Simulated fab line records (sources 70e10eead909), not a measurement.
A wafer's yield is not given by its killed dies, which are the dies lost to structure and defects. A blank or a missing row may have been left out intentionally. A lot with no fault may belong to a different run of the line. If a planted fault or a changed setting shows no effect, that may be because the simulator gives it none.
fab line records ; flow nandHarc
record: lots: 6; wafers: 17; lastDay: 30
route steps=1302 shown P_BONDPAD@357
lots that met no fault: from a run of the same line without faults
startH: hours from the record's opening day to when the first of the lot's shown wafers began ; waitH: hours since the lot's step before ; " as in the row above ; L1.1+2: a single row standing in for several wafers ; - value missing, or start not given ; * or withheld: withheld ; < > ~ a bound
route shown NAME@n: names a module that has steps shown in the file, with the first one's number in the route ; usual: mean/standard deviation of fault-free wafers ; same: alike in all rows ; chamber/n: place in a boat ; sites: per-site readings ; _std_site: standard deviation of those values ; _edge_site: the outer-site mean with the inner-site mean subtracted ; radiusMm: how far each site lies from the wafer's centre ; mask NAME#n: copy n ; behind: the most recent tool/chamber to have shaped the wafer ; hold: what put the lot on hold/how long, in hours/how the hold closed ; device: which transistor (n, p or np) failed to switch ; end of line: the route-end tests of the same wafers ; where a step has no rows: the recipe by itself ; killed: dies that structure and defects cost at the first sort, which is not the same as the wafer's yield ; map: the dies of a wafer, with x for killed, . for not killed, _ for no die there
set.NAME: the run value of the setting; set.NAME@STEP: its run value at that earlier step ; model.NAME: the simulator's own value behind a step, which no gauge read
lots seen at some steps along the route; tables by step, rows by wafer
services: the hour from which a tool's chamber was out of use, counted from the record's first day as startH (under 0 if before that day), plus the number of hours and why
== steps ==
step: NHARC_P_BONDPAD_COAT_36
recipe: tempC: 200; timeS: 65
step: NHARC_P_BONDPAD_COAT_03
recipe: spinRpm: 2000; resistThkNm: 600
step: NHARC_P_BONDPAD_SOFTBAKE_04
recipe: tempC: 125; timeS: 70
step: NHARC_P_BONDPAD_EBR_05
step: NHARC_P_BONDPAD_EXPOSE_06
recipe: na: 0.55; doseMj: 37.06; maskId: P_BPAD
step: NHARC_P_BONDPAD_PEB_07
recipe: pebTempC: 128; pebTimeS: 80
step: NHARC_P_BONDPAD_DEVELOP_08
recipe: timeS: 50; devTempC: 22
step: NHARC_P_BONDPAD_CD_MEAS_09
recipe: targetCdNm: 500; landingEnergyEv: 500
usual: cdNm: 499.3/1.8
lot.wafer;tool;chamber;startH;waitH;cdNm
L929.2;cdSem-03;0;153.28;-;501.1
L929.4;cdSem-03;0;153.28;-;500.2
L929.5;cdSem-03;0;153.28;-;501.1
L933.3;cdSem-03;0;200.94;-;497.9
L933.6;cdSem-03;0;200.94;-;499.3
L934.1;cdSem-03;0;207.01;-;496.8
L934.2;cdSem-03;0;207.01;-;498.1
L934.3;cdSem-03;0;207.01;-;499.5
L935.1;cdSem-03;0;215.19;-;499.8
L935.3;cdSem-03;0;215.19;-;497.5
L935.5;cdSem-03;0;215.19;-;500.5
L937.1;cdSem-01;0;235.06;-;500.3
L937.4;cdSem-01;0;235.06;-;496.9
L937.5;cdSem-01;0;235.06;-;495.4
L944.4;cdSem-02;0;309.66;-;500.6
L944.5;cdSem-02;0;309.66;-;498.0
L944.6;cdSem-02;0;309.66;-;498.5
step: NHARC_P_BONDPAD_OVL_MEAS_38
usual: overlayXNm: 1/6; overlayYNm: -2/6.2
lot.wafer;tool;chamber;startH;waitH;overlayXNm;overlayYNm
L929.2;overlay-02;-;153.36;-;-1;-9
L929.4;overlay-02;-;153.36;-;0;-9
L929.5;overlay-02;-;153.36;-;-1;-8
L933.3;overlay-02;-;201.02;-;-9;-12
L933.6;overlay-02;-;201.02;-;-8;-13
L934.1;overlay-01;-;207.10;-;9;-11
L934.2;overlay-01;-;207.10;-;9;-11
L934.3;overlay-01;-;207.10;-;9;-11
L935.1;overlay-01;-;215.28;-;-4;0
L935.3;overlay-01;-;215.28;-;-5;0
L935.5;overlay-01;-;215.28;-;-5;0
L937.1;overlay-01;-;235.14;-;4;2
L937.4;overlay-01;-;235.14;-;4;2
L937.5;overlay-01;-;235.14;-;4;2
L944.4;overlay-01;-;309.75;-;-7;-9
L944.5;overlay-01;-;309.75;-;-8;-9
L944.6;overlay-01;-;309.75;-;-8;-9
step: NHARC_P_BONDPAD_HARDBAKE_10
recipe: tempC: 118; timeS: 65
step: NHARC_P_BONDPAD_DESCUM_11
recipe: timeS: 3; o2FlowSccm: 200; arFlowSccm: 0; biasPowerW: 0; chemistry: O2
usual: chamberPressureMTorr: 60.00/0.057; drypumpMotorCurrentA: 5.6/0.55; oesProductAu: 1.005/0.012; rfVppV: 57.8/0.95; showerheadPlenumPTorr: 1.93/0.078; throttleValvePct: 11.311/0.009
lot.wafer;tool;chamber;startH;waitH;chamberPressureMTorr;drypumpMotorCurrentA;oesProductAu;rfHoursCounterH;rfVppV;showerheadPlenumPTorr;throttleValvePct
L929.2;rieDiel-02;3;153.49;-;59.97;6.2;1.010;2.5;57.2;1.78;11.305
L929.4;rieDiel-02;2;153.49;-;59.94;5.0;1.003;2.8;57.6;1.87;11.314
L929.5;rieDiel-02;3;153.49;-;59.94;6.3;1.015;-;58.5;1.78;11.307
L933.3;rieDiel-10;3;201.16;-;60.00;5.0;1.018;8.0;59.4;2.00;11.303
L933.6;rieDiel-10;3;201.16;-;59.90;5.0;1.018;-;57.5;2.00;11.317
L934.1;rieDiel-10;1;207.22;-;59.94;5.6;1.007;7.7;58.3;2.00;11.305
L934.3;rieDiel-10;2;207.22;-;60.05;6.0;1.011;8.7;58.3;1.92;11.308
L934.2;rieDiel-10;3;207.22;-;60.04;5.0;1.021;8.6;57.7;2.00;11.312
L935.3;rieDiel-01;3;215.41;-;60.10;5.9;1.029;0.1;56.7;1.80;11.302
L935.1;rieDiel-01;0;215.41;-;60.03;6.2;0.996;0.1;58.1;2.02;11.316
L935.5;rieDiel-01;3;215.41;-;60.02;5.9;1.023;-;56.8;1.80;11.308
L937.4;rieDiel-01;1;235.27;-;59.99;5.2;1.021;1.4;58.5;2.05;11.315
L937.1;rieDiel-01;0;235.27;-;60.04;6.2;1.003;1.4;59.2;2.02;11.313
L937.5;rieDiel-01;1;235.27;-;59.98;5.3;1.027;-;56.1;2.05;11.301
L944.4;rieDiel-10;2;309.88;-;59.93;6.1;1.001;3.4;57.8;1.92;11.311
L944.5;rieDiel-10;1;309.88;-;59.98;5.7;0.999;-;57.9;2.00;11.305
L944.6;rieDiel-10;2;309.88;-;60.00;6.1;1.020;-;56.4;1.92;11.325
step: NHARC_P_BONDPAD_ETCH_37
recipe: targetDepthA: 600; overetchA: 180; timeS: 65.91; ionEnergyEv: 200; n2FlowSccm: 150; h2FlowSccm: 150; arFlowSccm: 0; rfW: 400; biasW: 150; chemistry: N2/H2
usual: chamberPressureMTorr: 29.998/0.028; drypumpMotorCurrentA: 5.6/0.56; oesProductAu: 1.003/0.012; rfVppV: 431.1/2.5; runLengthS: 87.3/0.4; showerheadPlenumPTorr: 2.06/0.086; throttleValvePct: 14.171/0.0092
lot.wafer;tool;chamber;startH;waitH;chamberPressureMTorr;drypumpMotorCurrentA;oesProductAu;rfHoursCounterH;rfVppV;runLengthS;showerheadPlenumPTorr;throttleValvePct
L929.2;rieDiel-02;2;153.57;0.1;29.996;4.9;1.000;2.8;428.7;87.0;2.00;14.154
L929.4;rieDiel-02;3;153.57;0.1;29.995;6.2;1.018;2.5;426.0;87.5;1.90;14.182
L929.5;rieDiel-02;2;153.57;0.1;30.000;4.9;0.993;-;428.9;87.1;2.00;14.172
L933.3;rieDiel-10;0;201.25;0.1;29.957;4.9;0.999;7.8;429.0;87.4;2.03;14.160
L933.6;rieDiel-10;1;201.25;0.1;29.991;5.7;1.007;-;432.9;87.6;2.14;14.150
L934.2;rieDiel-10;1;207.32;0.1;30.001;5.7;1.008;7.7;434.0;88.0;2.14;14.186
L934.1;rieDiel-10;2;207.32;0.1;29.997;6.1;1.006;8.7;431.8;87.2;2.05;14.166
L934.3;rieDiel-10;3;207.32;0.1;29.952;5.0;1.004;8.6;433.3;87.4;2.14;14.185
L935.1;rieDiel-01;0;215.49;0.1;29.988;6.2;0.996;0.1;432.9;86.6;2.15;14.164
L935.3;rieDiel-01;3;215.49;0.1;30.010;5.9;1.034;0.1;427.2;87.7;1.92;14.188
L935.5;rieDiel-01;0;215.49;0.1;30.011;6.2;0.997;-;434.8;86.5;2.15;14.168
L937.1;rieDiel-01;3;235.37;0.1;30.022;5.9;1.019;1.0;427.5;87.9;1.92;14.172
L937.4;rieDiel-01;0;235.37;0.1;30.006;6.2;1.009;1.4;434.3;86.8;2.15;14.179
L937.5;rieDiel-01;2;235.37;0.1;30.010;5.9;1.006;-;426.3;86.9;1.98;14.166
L944.4;rieDiel-10;1;309.97;0.1;29.989;5.7;0.986;4.1;432.5;87.5;2.13;14.169
L944.6;rieDiel-10;2;309.97;0.1;29.964;6.1;1.011;-;430.3;86.8;2.05;14.170
L944.5;rieDiel-10;3;309.97;0.1;30.031;5.0;1.008;-;432.9;87.8;2.13;14.173
step: NHARC_P_BONDPAD_ETCH_12
recipe: targetDepthA: 2000; timeS: 100; chf3FlowSccm: 50; o2FlowSccm: 10; arFlowSccm: 200; rfW: 500; biasW: 200; chemistry: CHF3/O2
usual: chamberPressureMTorr: 25.000/0.025; drypumpMotorCurrentA: 5.6/0.55; oesProductAu: 0.948/0.023; rfVppV: 371.0/2.3; runLengthS: 121.4/0.38; showerheadPlenumPTorr: 2.42/0.094; throttleValvePct: 20.574/0.0083
lot.wafer;tool;chamber;startH;waitH;chamberPressureMTorr;drypumpMotorCurrentA;oesProductAu;rfHoursCounterH;rfVppV;runLengthS;showerheadPlenumPTorr;throttleValvePct
L929.2;rieDiel-02;2;153.67;-;24.990;4.9;0.976;2.8;370.1;121.3;2.36;20.575
L929.4;rieDiel-02;1;153.67;-;25.036;6.7;0.947;3.0;371.7;120.6;2.47;20.573
L929.5;rieDiel-02;3;153.67;-;25.025;6.2;0.972;-;367.0;121.3;2.25;20.560
L933.3;rieDiel-10;3;201.33;-;24.978;5.0;0.966;8.1;372.4;121.7;2.51;20.581
L933.6;rieDiel-10;3;201.33;-;24.990;5.0;0.962;-;374.4;114.8;2.51;20.582
L934.3;rieDiel-10;3;207.43;-;25.014;5.0;0.945;8.6;373.4;121.5;2.51;20.571
L934.2;rieDiel-10;1;207.43;-;24.973;5.7;0.969;7.8;372.4;115.0;2.51;20.583
L934.1;rieDiel-10;2;207.43;-;24.972;6.1;0.943;8.7;369.4;121.0;2.41;20.567
L935.3;rieDiel-01;2;215.58;-;25.001;5.9;0.955;0.1;370.3;121.0;2.34;20.581
L935.1;rieDiel-01;1;215.58;-;24.988;5.2;0.999;0.1;374.2;122.3;2.57;20.589
L935.5;rieDiel-01;2;215.58;-;24.986;5.9;0.954;-;370.5;121.3;2.34;20.577
L937.4;rieDiel-01;2;235.46;-;25.008;5.9;0.927;1.0;370.8;121.8;2.34;20.575
L937.1;rieDiel-01;3;235.46;-;24.982;5.9;0.941;1.1;365.7;121.6;2.27;20.588
L937.5;rieDiel-01;2;235.46;-;24.977;5.9;0.918;-;371.0;121.4;2.34;20.563
L944.4;rieDiel-10;0;310.06;-;24.994;4.9;0.931;4.5;370.8;121.4;2.39;20.587
L944.6;rieDiel-10;2;310.06;-;25.006;6.1;0.927;-;370.9;121.0;2.41;20.567
L944.5;rieDiel-10;3;310.06;-;24.983;5.0;0.929;-;372.2;121.6;2.50;20.581
step: NHARC_P_BONDPAD_CD_MEAS_13
usual: cdNm: 498.7/2.2
lot.wafer;tool;chamber;startH;waitH;cdNm
L929.2;cdSem-03;-;153.81;-;503.9
L929.4;cdSem-03;-;153.81;-;498.9
L929.5;cdSem-03;-;153.81;-;503.0
L933.3;cdSem-03;-;201.47;-;496.4
L933.6;cdSem-03;-;201.47;-;497.8
L934.1;cdSem-02;-;207.58;-;497.3
L934.2;cdSem-02;-;207.58;-;496.6
L934.3;cdSem-02;-;207.58;-;497.7
L935.1;cdSem-03;-;215.72;-;500.0
L935.3;cdSem-03;-;215.72;-;497.3
L935.5;cdSem-03;-;215.72;-;500.6
L937.1;cdSem-01;-;235.58;-;500.6
L937.4;cdSem-01;-;235.58;-;495.1
L937.5;cdSem-01;-;235.58;-;493.3
L944.4;cdSem-03;-;310.19;-;498.9
L944.5;cdSem-03;-;310.19;-;496.7
L944.6;cdSem-03;-;310.19;-;497.6
== services ==
tool;chamber;startH;hours;kind
rieDiel-10;1;144.07;1.7;repair
rieDiel-10;0;148.02;-;clean
rieDiel-10;1;148.02;-;clean
rieDiel-10;2;148.02;-;clean
rieDiel-10;3;148.02;-;clean
rieDiel-10;0;172.52;-;clean
rieDiel-10;1;172.52;-;clean
rieDiel-10;2;172.52;-;clean
rieDiel-10;3;172.52;-;clean
rieDiel-02;1;172.77;5.8;repair
rieDiel-01;0;185.15;2.8;repair
rieDiel-10;1;186.43;8.2;repair
rieDiel-02;0;193.02;16.8;repair
rieDiel-10;0;197.02;-;clean
rieDiel-10;1;197.02;-;clean
rieDiel-10;2;197.02;-;clean
rieDiel-01;-;203.80;9.0;pm
rieDiel-10;0;206.15;3.0;repair
rieDiel-02;-;207.39;1.0;repair
rieDiel-02;-;216.70;9.0;pm
rieDiel-10;-;242.57;9.0;pm
rieDiel-02;0;255.60;7.1;repair
rieDiel-01;2;294.55;8.8;repair
rieDiel-01;-;307.05;0.8;repair
== key ==
firstSign: step: NHARC_P_BONDPAD_ETCH_12; reading: runLengthS; direction: down; sigmas: 17; usual: *; struck: *
effect none on later readings
metAt NHARC_P_BONDPAD_ETCH_12
struckWafers L933.6,L934.2
sortLeftOut L933.6,L934.2
fault: kind: processParameterDrift; tool: rieDiel-10; chamber: -; onsetH: 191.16; steps: NHARC_P_BONDPAD_ETCH_12; channel: timeS; offset: *; shape: step; endH: 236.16; scope: struckWafersOnly; actsIn: *; stated: *
sortLeftOut: the simulated sort isn't trusted on such a fault, so these wafers' sort isn't shown, and their yield isn't known
